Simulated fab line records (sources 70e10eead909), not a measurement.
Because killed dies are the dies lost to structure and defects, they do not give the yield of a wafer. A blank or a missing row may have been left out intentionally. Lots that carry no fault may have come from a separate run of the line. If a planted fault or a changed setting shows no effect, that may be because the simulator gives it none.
Which tool was responsible? -- flow nandHarc -- 13 lots, 38 wafers sampled, at 5 steps of a route of 1159

== WHAT THE GAUGES SHOWED, per wafer ==
NHARC_A_SLIT_OVL_MEAS_10. Usual: overlayXNm 0.0 nm, standard deviation 0.84; overlayYNm 0.0 nm, standard deviation 0.9.
lot,measured,on,overlayXNm (nm),overlayYNm (nm),flag
L221,day 14 06:25,overlay-01,-0.6 -0.7 -0.8,-0.6 -0.7 -1.0,
L223,day 15 09:13,overlay-01,-0.2 -0.7 0.3,-0.7 -0.2 -0.5,
L224,day 15 10:35,overlay-01,1.5 1.4 0.7,-0.6 -0.8 -1.0,
L226,day 16 06:43,overlay-02,0.3 0.7 1.0,0.1 0.3 0.4,
L233,day 17 02:25,overlay-02,0.9 1.2,-0.9 -0.7,
L234,day 17 11:11,overlay-01,-0.6 -0.7 -0.5,1.7 1.9 2.1,
L232,day 17 17:03,overlay-01,-0.2 0.7 0.4,0.2 0.3 0.1,
L238,day 18 14:36,overlay-02,0.2 0.0 -0.1,-0.2 0.5 0.7,
L237,day 18 15:35,overlay-02,-0.3 -0.3 0.5,0.1 0.7 0.5,
L239,day 18 16:41,overlay-01,1.3 2.1 2.2,1.1 1.1 0.6,
L242,day 19 07:21,overlay-02,1.4 1.3 1.6,0.2 0.1 -0.1,
L243,day 19 08:07,overlay-01,0.0 -0.1 0.2,-0.3 -0.3 -0.5,
L244,day 20 09:13,overlay-01,-0.2 -0.1 0.1,-1.0 -0.3 -1.0,

NHARC_A_SLIT_CD_MEAS_21. Usual: cdNm 289.2 nm, standard deviation 0.82.
lot,measured,on,cdNm (nm),flag
L221,day 14 09:56,cdSem-01,287.9 288.7 288.6,
L223,day 15 16:28,cdSem-03,289.2 289.0 289.2,
L224,day 15 18:10,cdSem-03,288.3 290.0 288.9,
L226,day 16 11:10,cdSem-01,288.6 287.7 289.0,
L233,day 17 07:32,cdSem-01,288.7 288.3,
L234,day 17 16:56,cdSem-01,289.9 290.3 290.2,
L232,day 17 20:43,cdSem-01,289.0 290.0 288.9,
L238,day 18 18:05,cdSem-02,288.2 289.1 287.9,
L237,day 18 19:05,cdSem-03,289.1 288.8 289.1,
L239,day 18 20:46,cdSem-02,289.3 290.2 289.7,
L242,day 19 12:08,cdSem-01,291.3 290.6 290.5,
L243,day 19 12:33,cdSem-02,289.2 288.8 288.9,
L244,day 20 13:49,cdSem-01,290.4 290.0 288.9,

NHARC_END_SORT_01. Usual: killedAtArray 29, standard deviation 9.4; killedAtOther 0.7, standard deviation 1.3; killedAtPeriphery 2.9, standard deviation 2.1; killedDies 32, standard deviation 9; killedOpen 3.3, standard deviation 1.8; killedShort 1.9, standard deviation 1.4.
lot,measured,on,killedAtArray,killedAtOther,killedAtPeriphery,killedDies,killedOpen,killedShort,flag
L234,day 22 17:11,prober-01,21 29 15,1 2 1,7 5 4,29 36 20,3 7 4,2 1 0,
L232,day 22 15:31,prober-02,40 40 40,0 0 0,1 1 0,41 41 40,4 2 5,2 1 1,
L238,day 23 21:34,prober-02,25 33 22,0 2 2,6 2 1,31 37 25,2 3 3,3 5 1,
L239,day 24 11:31,prober-02,34 41 37,0 0 1,2 2 2,36 43 40,2 3 2,2 3 2,

== EACH LOT AND THE TOOL THAT RAN IT (in order: tool; ch and the chambers of the sampled wafers; start) ==
lot,NHARC_A_WL_FILL_ETCHBACK_17,NHARC_A_WL_FILL_CMP_12
L221,"rieMetal-03 ch 0, day 15 17:18","cmp-04 ch 0,2, day 16 04:04"
L223,"rieMetal-03 ch 0,1, day 16 17:45","cmp-04 ch 0,2,3, day 17 07:56"
L224,"rieMetal-03 ch 0,1, day 16 20:53","cmp-02 ch 1,2,3, day 17 17:56"
L226,"rieMetal-03 ch 1, day 17 10:08","cmp-02 ch 1,3, day 18 07:04"
L233,"rieMetal-03 ch 0, day 18 14:31","cmp-02 ch 3, day 19 01:26"
L234,"rieMetal-01 ch 0,1, day 18 19:21","cmp-03 ch 0,3, day 19 06:27"
L232,"rieMetal-03 ch 1, day 18 19:23","cmp-02 ch 0,1,3, day 19 06:10"
L238,"rieMetal-02 ch 0,1, day 19 21:27","cmp-02 ch 0,2,3, day 20 08:31"
L237,"rieMetal-01 ch 0,1, day 20 00:31","cmp-04 ch 1,2,3, day 20 15:49"
L239,"rieMetal-02 ch 0,1, day 20 03:38","cmp-03 ch 0,1,3, day 20 17:52"
L242,"rieMetal-02 ch 0,1, day 20 15:16","cmp-03 ch 0,3, day 21 07:32"
L243,"rieMetal-01 ch 0,1, day 20 12:08","cmp-02 ch 1,2, day 20 22:35"
L244,"rieMetal-02 ch 0,1, day 21 13:26","cmp-03 ch 0,2,3, day 22 04:31"
- NHARC_A_WL_FILL_ETCHBACK_17: etches the open film in Cl2/BCl3, target depth 4 nm, time 26.7 s.
- NHARC_A_WL_FILL_CMP_12: polishes, t overpolish 30 s, target thk 75 nm.

== AS READ BY THE TOOLS THEMSELVES (means over the sampled wafers that have a number; for cases with no such wafer, the mark the record gives instead) ==
NHARC_A_WL_FILL_ETCHBACK_17. Usual: drypumpMotorCurrentA 5.5 A, standard deviation 0.52; oesProductAu 1.004 a.u., standard deviation 0.0096; runLengthS 47.8 s, standard deviation 0.47.
lot,tool,drypumpMotorCurrentA (A),oesProductAu (a.u.),runLengthS (s),flag
L221,rieMetal-03,5.3,0.999,47.3,
L223,rieMetal-03,5.4,1.007,47.5,
L224,rieMetal-03,5.5,1.006,47.3,
L226,rieMetal-03,5.6,1.008,45.2,OFF
L233,rieMetal-03,5.3,0.990,43.5,OFF
L234,rieMetal-01,6.3,1.006,47.9,
L232,rieMetal-03,5.6,1.010,45.2,OFF
L238,rieMetal-02,5.2,0.996,48.1,
L237,rieMetal-01,6.2,1.008,47.8,
L239,rieMetal-02,5.0,1.004,47.9,
L242,rieMetal-02,5.2,1.006,48.3,
L243,rieMetal-01,6.2,1.013,47.9,
L244,rieMetal-02,4.9,0.990,47.9,

NHARC_A_WL_FILL_CMP_12. Usual: motorCurrentA 11.7 A, standard deviation 0.95; overpolishRunS 29.999 s, standard deviation 0.0091; slurryFilterDpKPa 13.48 kPa, standard deviation 0.14; timeToEndpointS 14.8 s, standard deviation 2.6.
lot,tool,motorCurrentA (A),overpolishRunS (s),slurryFilterDpKPa (kPa),timeToEndpointS (s),flag
L221,cmp-04,12.7,30.002,13.41,14.3,
L223,cmp-04,12.5,30.001,13.57,19.3,
L224,cmp-02,11.6,29.992,13.47,17.0,
L226,cmp-02,12.2,29.999,13.40,17.4,
L233,cmp-02,11.6,29.998,13.54,10.9,
L234,cmp-03,11.4,29.992,13.43,13.8,
L232,cmp-02,12.2,30.004,13.58,16.5,
L238,cmp-02,11.8,29.998,13.55,15.6,
L237,cmp-04,12.0,29.997,13.47,12.2,
L239,cmp-03,11.0,30.002,13.37,12.8,
L242,cmp-03,11.2,29.995,13.48,13.4,
L243,cmp-02,11.6,29.998,13.51,14.5,
L244,cmp-03,11.6,29.998,13.40,12.3,

== THE ANSWER, worked out from the rows above alone ==
Rule: a lot is off if the mean of its wafers that have a number lies more than 3 standard deviations from the usual mean. A lot without any number at a reading at which 4 lots or more have one is off too. All remaining lots with rows at the step are treated as sound. After the gauges, taken in route order, come the tools' own readings; for these a lot's mean is taken, as printed above. At the first step where some lot is off, the reading lying furthest off is the one used; lots without a number count as furthest.
Off, at NHARC_A_WL_FILL_ETCHBACK_17 on runLengthS: L226, L233, L232.
A tool fits if, at that step or a process step before it, it ran every lot that is off, and no sound lot after the first of them. One fits: rieMetal-03 at NHARC_A_WL_FILL_ETCHBACK_17. Its last sound lot is L224 (day 16 20:53), its first lot that is off L226 (day 17 10:08): a fault that began between those two fits.
On the lots that are off, the tool's own readings at NHARC_A_WL_FILL_ETCHBACK_17 differ by more than 5 times the standard deviation of the sound lots' means, which bears it out; runLengthS reads 44.6 s there versus 47.8 s on the sound lots.

== WHAT THE SIMULATOR HAD PUT IN ==
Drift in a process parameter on rieMetal-03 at NHARC_A_WL_FILL_ETCHBACK_17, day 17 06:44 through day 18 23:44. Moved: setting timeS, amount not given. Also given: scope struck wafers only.
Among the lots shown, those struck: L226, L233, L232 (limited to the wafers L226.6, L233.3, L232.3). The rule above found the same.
